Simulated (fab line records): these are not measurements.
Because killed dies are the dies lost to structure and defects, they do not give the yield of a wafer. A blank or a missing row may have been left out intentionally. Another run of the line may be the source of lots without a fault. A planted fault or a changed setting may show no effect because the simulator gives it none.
A lot that was struck, set against a sound lot | flow n5_finfet | 40 steps out of a route of 1938
Sound: wafers L494.3, L494.4, L494.6. Wafers L483.1, L483.5, L483.6 were the ones struck. Last of all comes the cause.
Each step with rows lists, per side, the tool, then ch with its chambers, then its first start. Under that, the readings that differ: sound wafers | struck wafers | difference of the means | sigmas: that difference in standard deviations of wafers without a fault.
alike: words and numbers the same on both sides, and readings whose means are apart by under 2 such deviations; not compared: readings that were withheld, readings missing a value for some wafer, numbers with overlapping values and no deviation given by the record, and bounds like >300 which may hide the same value.
The two part at a step that has a row with sigmas, a row that says differs or no value, or rows on one side only. When numbers do not overlap yet have no deviation, they are printed without sigmas and do not part them. A reading that every wafer of one side lacks parts them only if that side has two wafers or more.

first, 11 steps without rows for these wafers: N5_BEOL_M1_DESCUM_33 (chemistry O2, time 7 s); N5_BEOL_M1_ETCH_77 (etches underlayer in N2/H2, target depth 6.5 nm, time 5.2 s); N5_BEOL_M1_ETCH_69 (etches SiARC in CF4, target depth 15.6 nm, time 26 s); N5_BEOL_M1_ALD_98 (deposits SiO2, target thk 2.5 nm, pulse time 1 s, co reactant pulse time 1 s); N5_BEOL_M1_ETCHBACK_99 (etches SiO2 in CHF3, target depth 5 nm, time 10.4 s); N5_BEOL_M1_ETCH_70 (etches SOC in N2/H2, target depth 80 nm, overetch 16 nm, time 120 s); N5_BEOL_M1_STRIP_71 (strips in N2/H2); N5_BEOL_M1_STRIP_78 (strips in N2/H2); N5_BEOL_M1_VIA_ETCH_34 (etches the open film in C4F6/O2, target depth 67.8 nm, time 64.4 s); N5_BEOL_M1_STRIP_83 (strips in C4F6/O2); N5_BEOL_M1_STRIP_36 (strips in N2/H2).
N5_BEOL_M1_TRENCH_ETCH_37: etches SiOC in C4F6/O2, target depth 55.207 nm, time 29 s.
  sound on rie_diel-04 ch 1,2, day 12 08:36; struck on rie_diel-03 ch 0,1,3, day 9 13:16
  alike: C4F6_flow_sccm, drypump_motor_current_A, oes_product_au, rf_fwd_power_W, rf_vpp_V, showerhead_plenum_p_Torr, throttle_valve_pct
  not compared: rf_hours_counter_h
then, 27 steps without rows for these wafers: N5_BEOL_M1_ETCH_41 (etches SiCN in CH3F/O2, target depth 31.9 nm, time 57.8 s); N5_BEOL_M1_STRIP_97 (strips in N2/H2, time 10 s); N5_BEOL_M1_HM_STRIP_39 (strips TiN in peroxide tin strip, target depth 25 nm, time 158 s); N5_BEOL_M1_SRD_40 (time 30 s); N5_BEOL_M1_PRECLEAN_42 (cleans in residue remover, time 60 s); N5_BEOL_M1_SRD_43 (time 30 s); N5_BEOL_M1_DEGAS_44 (time 60 s); N5_BEOL_M1_PRE_CLEAN_45 (time 30 s); N5_BEOL_M1_ALD_84 (deposits TaN, pulse time 2 s, purge time 3 s, co reactant purge time 2 s); N5_BEOL_M1_SURFACE_TREAT_85; N5_BEOL_M1_CVD_47 (deposits Co from CCTBA/H2, target thk 3 nm, time 223.8 s); N5_BEOL_M1_SPUTTER_48 (material Cu, target thk 4.5 nm, time 8.29 s); N5_BEOL_M1_ANNEAL_49 (time 240 s); N5_BEOL_M1_SPUTTER_79 (material Cu, target thk 4.5 nm, time 8.29 s); N5_BEOL_M1_ANNEAL_80 (time 240 s); N5_BEOL_M1_SPUTTER_81 (material Cu, target thk 4.5 nm, time 8.29 s); N5_BEOL_M1_ANNEAL_82 (time 240 s); N5_BEOL_M1_SPUTTER_86 (material Cu, target thk 4.5 nm, time 8.29 s); N5_BEOL_M1_ANNEAL_87 (time 240 s); N5_BEOL_M1_SPUTTER_88 (material Cu, target thk 4.5 nm, time 8.29 s); N5_BEOL_M1_ANNEAL_89 (time 240 s); N5_BEOL_M1_SPUTTER_90 (material Cu, target thk 4.5 nm, time 8.29 s); N5_BEOL_M1_ANNEAL_91 (time 240 s); N5_BEOL_M1_SPUTTER_92 (material Cu, target thk 4.5 nm, time 8.29 s); N5_BEOL_M1_ANNEAL_93 (time 240 s); N5_BEOL_M1_SPUTTER_94 (material Cu, target thk 4.5 nm, time 8.29 s); N5_BEOL_M1_ANNEAL_95 (time 240 s).
-- the record jumps here: 7 days lie between the struck wafers' starts before and after (it left off in module BEOL_M1 and takes up again in module PASSIVATION, whose first step shown is number 1936 of the route) --
N5_PASSIVATION_PROBE_49:
  rows exist in the record for the struck wafers here (prober-01, day 16 02:13), but not for the sound ones

## WHERE THEY PART
N5_PASSIVATION_PROBE_49 only, going by this record.

WHY: what had been put in by the simulator
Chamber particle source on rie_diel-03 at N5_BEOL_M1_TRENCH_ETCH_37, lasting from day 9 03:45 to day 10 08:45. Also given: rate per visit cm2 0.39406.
